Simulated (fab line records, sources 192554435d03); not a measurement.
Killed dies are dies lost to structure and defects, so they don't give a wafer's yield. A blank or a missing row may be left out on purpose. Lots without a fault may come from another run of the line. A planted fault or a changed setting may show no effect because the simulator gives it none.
Chamber matching | flow n5_finfet | N5_FIN_SAQP_ETCH_51 on rie_diel-06: 4 sister chambers
The step etches SiARC in CF4, target depth 45.5 nm, time 75.8 s. 4 wafers are shown with their chamber, then 9 later ones without.

WAFERS WITH THEIR CHAMBER
wafer  | chamber | throttle_valve_pct (%)
L081.1 | 2       | 15.18
L081.5 | 1       | 15.66
L086.3 | 0       | 15.40
L086.5 | 3       | 15.81

WAFERS WITHOUT THEIR CHAMBER
wafer  | throttle_valve_pct (%)
L087.1 | 15.42
L087.2 | 15.81
L087.3 | 15.68
L095.1 | 15.85
L095.3 | 15.19
L095.6 | 15.69
L097.1 | 15.46
L097.3 | 15.71
L097.6 | 15.87

WHICH CHAMBER EACH WENT THROUGH
wafer  | from the rows above     | in truth
L087.1 | 0                       | 0
L087.2 | 3                       | 3
L087.3 | 1                       | 1
L095.1 | 3                       | 3
L095.3 | 2                       | 2
L095.6 | 1                       | 1
L097.1 | 0                       | 0
L097.3 | can't be placed: 1 or 3 | 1
L097.6 | 3                       | 3
Placed correctly: 8 of 9. Can't be placed from these rows: 1 (the true chamber is among the candidates in 1). Placed wrongly: 0.
How it was worked out, from the rows above alone: a wafer's distance from a chamber is the root of the sum, over the readings, of the square of ((its reading less the chamber's mean) divided by the reading's scatter). The wafer belongs to the nearest chamber; if the next one is less than 2 further off, it can't be placed. A chamber's mean is the mean of its shown wafers. The scatter: with one shown wafer a chamber, the root of the mean of the squares of how far each hidden wafer lies from its nearest shown one.
